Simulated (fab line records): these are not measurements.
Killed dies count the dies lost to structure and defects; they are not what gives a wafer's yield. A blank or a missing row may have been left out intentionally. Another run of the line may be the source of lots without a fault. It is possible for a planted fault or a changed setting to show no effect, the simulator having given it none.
Which tool did it? | flow nand harc | 13 lots with 39 wafers sampled at 6 steps, on a route of 1302 steps

WHAT THE GAUGES SHOWED, per wafer
NHARC_THIN_TSV_CD_MEAS_37. Usual: cd nm 5000 nm, standard deviation 3.8.
lot  | measured     | on        | cd nm (nm)     | flag
L321 | day 24 13:38 | cd sem-03 | 4994 4999 4997 |
L325 | day 25 03:48 | cd sem-03 | 5001 4996 5003 |
L327 | day 26 03:16 | cd sem-01 | 5002 5003 5002 |
L329 | day 27 02:48 | cd sem-02 | 5006 5002 5002 |
L328 | day 27 12:11 | cd sem-03 | 5008 4999 5007 |
L331 | day 28 15:53 | cd sem-01 | 4999 4999 5006 |
L332 | day 28 17:26 | cd sem-03 | 5000 5001 4999 |
L334 | day 29 09:07 | cd sem-02 | 5005 5007 5004 |
L336 | day 29 20:51 | cd sem-01 | 4995 4997 4998 |
L337 | day 31 11:05 | cd sem-03 | 4999 4997 4999 |
L339 | day 31 13:44 | cd sem-03 | 5004 5001 5004 |
L343 | day 33 03:14 | cd sem-03 | 5001 4998 5000 |
L344 | day 33 22:24 | cd sem-02 | 4998 4996 4996 |

NHARC_THIN_TSV_INSPECT_40. Usual: raw defect count 542, standard deviation 88.
lot  | measured     | on                | raw defect count | flag
L321 | day 24 19:12 | defect inspect-01 | 624 637 607      |
L325 | day 25 08:27 | defect inspect-01 | 537 544 500      |
L327 | day 26 06:48 | defect inspect-01 | 504 562 444      |
L329 | day 27 07:28 | defect inspect-02 | 581 547 484      |
L328 | day 27 18:30 | defect inspect-02 | 541 500 414      |
L331 | day 28 23:27 | defect inspect-02 | 826 542 596      |
L332 | day 28 23:27 | defect inspect-01 | 449 665 562      |
L334 | day 29 14:29 | defect inspect-02 | 541 609 804      |
L336 | day 30 01:26 | defect inspect-02 | 473 584 685      |
L337 | day 31 15:02 | defect inspect-01 | 1748 1727 1599   | OFF
L339 | day 31 18:15 | defect inspect-02 | 1690 1641 1687   | OFF
L343 | day 33 09:13 | defect inspect-01 | 624 602 668      |
L344 | day 34 03:01 | defect inspect-02 | 631 524 490      |

NHARC_END_SORT_01. Usual: value, then standard deviation, for each; defect limited yield 90 % / 3.1; killed at array 59 / 20; killed at other 0.8 / 1.1; killed at periphery 5 / 3.1; killed dies 64 / 21; killed open 3.4 / 1.9; killed short 2.3 / 1.7.
lot  | measured     | on        | defect limited yield (%) | killed at array | killed at other | killed at periphery | killed dies | killed open | killed short | flag
L337 | day 31 18:52 | prober-02 | 83 75 84                 | 39 51 54        | 64 107 44       | 9 11 9              | 112 169 107 | 4 4 1       | 1 1 2        | OFF
L339 | day 32 01:50 | prober-02 | 82 79 72                 | 69 71 73        | 43 63 101       | 8 8 14              | 120 142 188 | 2 5 5       | 4 1 1        | OFF

WHICH TOOL RAN EACH LOT (tool, then ch and the chambers of the sampled wafers, then the start)
lot  | NHARC_THIN_TSV_STRIP_45              | NHARC_THIN_TSV_ANNEAL_52         | NHARC_THIN_TSV_STRIP_57
L321 | plasma asher-02 ch 0,1, day 24 07:27 | rtp anneal-01 ch 0, day 24 10:22 | wet bench-10 ch 5,6,7, day 24 13:11
L325 | plasma asher-01 ch 0,1, day 24 21:33 | rtp anneal-02 ch 0, day 25 00:26 | wet bench-08 ch 2,3,6, day 25 03:21
L327 | plasma asher-02 ch 0,1, day 25 21:13 | rtp anneal-02 ch 0, day 26 00:09 | wet bench-10 ch 1,6,7, day 26 02:49
L329 | plasma asher-01 ch 0,1, day 26 20:31 | rtp anneal-02 ch 0, day 26 23:23 | wet bench-10 ch 1,2,4, day 27 02:22
L328 | plasma asher-01 ch 0,1, day 27 05:41 | rtp anneal-01 ch 0, day 27 08:36 | wet bench-10 ch 1,5,6, day 27 11:45
L331 | plasma asher-02 ch 0,1, day 28 09:37 | rtp anneal-01 ch 0, day 28 12:30 | wet bench-08 ch 2,3,4, day 28 15:26
L332 | plasma asher-01 ch 0,1, day 28 10:56 | rtp anneal-02 ch 0, day 28 14:14 | wet bench-08 ch 3,5,6, day 28 16:59
L334 | plasma asher-02 ch 0,1, day 29 02:52 | rtp anneal-02 ch 0, day 29 05:43 | wet bench-08 ch 0,4,5, day 29 08:40
L336 | plasma asher-01 ch 0,1, day 29 14:29 | rtp anneal-01 ch 0, day 29 17:30 | wet bench-08 ch 1,4,5, day 29 20:25
L337 | plasma asher-02 ch 0, day 31 04:55   | rtp anneal-02 ch 0, day 31 07:53 | wet bench-08 ch 4,5,7, day 31 10:38
L339 | plasma asher-02 ch 0,1, day 31 07:19 | rtp anneal-01 ch 0, day 31 10:21 | wet bench-08 ch 4,5,7, day 31 13:17
L343 | plasma asher-01 ch 0,1, day 32 20:58 | rtp anneal-01 ch 0, day 32 23:54 | wet bench-10 ch 2,5,6, day 33 02:47
L344 | plasma asher-01 ch 0,1, day 33 16:01 | rtp anneal-01 ch 0, day 33 19:12 | wet bench-10 ch 0,4,6, day 33 21:58
- NHARC_THIN_TSV_STRIP_45: strips in O2.
- NHARC_THIN_TSV_ANNEAL_52: time 90 s.
- NHARC_THIN_TSV_STRIP_57: strips in post etch residue remover, time 1200 s.

WHAT THE TOOLS THEMSELVES READ (means of the sampled wafers that have a number; where no wafer has one, the mark that the record gives instead)
NHARC_THIN_TSV_STRIP_45. Usual: drypump motor current A 5.9 A, standard deviation 0.5; heater power w 325 W, standard deviation 37.
lot  | tool            | drypump motor current A (A) | heater power w (W) | flag
L321 | plasma asher-02 | 5.5                         | 353                |
L325 | plasma asher-01 | 6.2                         | 302                |
L327 | plasma asher-02 | 5.8                         | 361                |
L329 | plasma asher-01 | 5.9                         | 285                |
L328 | plasma asher-01 | 5.9                         | 282                |
L331 | plasma asher-02 | 5.8                         | 351                |
L332 | plasma asher-01 | 5.9                         | 285                |
L334 | plasma asher-02 | 5.5                         | 351                |
L336 | plasma asher-01 | 6.2                         | 301                |
L337 | plasma asher-02 | 6.1                         | 358                |
L339 | plasma asher-02 | 5.8                         | 350                |
L343 | plasma asher-01 | 5.9                         | 292                |
L344 | plasma asher-01 | 6.2                         | 312                |

NHARC_THIN_TSV_ANNEAL_52. Usual: wafer_temp_C_max 226.3, standard deviation 0.35.
lot  | tool          | wafer_temp_C_max | flag
L321 | rtp anneal-01 | 225.9            |
L325 | rtp anneal-02 | 226.5            |
L327 | rtp anneal-02 | 226.8            |
L329 | rtp anneal-02 | 226.2            |
L328 | rtp anneal-01 | 225.8            |
L331 | rtp anneal-01 | 225.8            |
L332 | rtp anneal-02 | 226.7            |
L334 | rtp anneal-02 | 226.3            |
L336 | rtp anneal-01 | 226.2            |
L337 | rtp anneal-02 | 226.2            |
L339 | rtp anneal-01 | 226.2            |
L343 | rtp anneal-01 | 226.2            |
L344 | rtp anneal-01 | 226.3            |

THE ANSWER, worked out from the rows above alone
Rule: lot off if the mean of its wafers having a number is beyond 3 standard deviations from the usual mean. A lot without any number at a reading at which 4 lots or more have one is off too. All remaining lots with rows at the step are treated as sound. First the gauges in route order, then the tools' own readings, where a lot's mean is used as printed above. At the first step where some lot is off, the reading lying furthest off is the one used; lots without a number count as furthest.
Off at NHARC_THIN_TSV_INSPECT_40 (raw defect count): L337, L339.
If a tool, at a process step before that reading, ran all the lots that are off and no sound lot after the first of them, it fits. Not tried: the gauges at NHARC_THIN_TSV_INSPECT_40; whatever is off there is also off at NHARC_END_SORT_01, on other tools, and gauge error can't account for it. Can't be told from this: 2 tools fit, plasma asher-02 at NHARC_THIN_TSV_STRIP_45, wet bench-08 at NHARC_THIN_TSV_STRIP_57.

WHAT WAS PUT IN BY THE SIMULATOR
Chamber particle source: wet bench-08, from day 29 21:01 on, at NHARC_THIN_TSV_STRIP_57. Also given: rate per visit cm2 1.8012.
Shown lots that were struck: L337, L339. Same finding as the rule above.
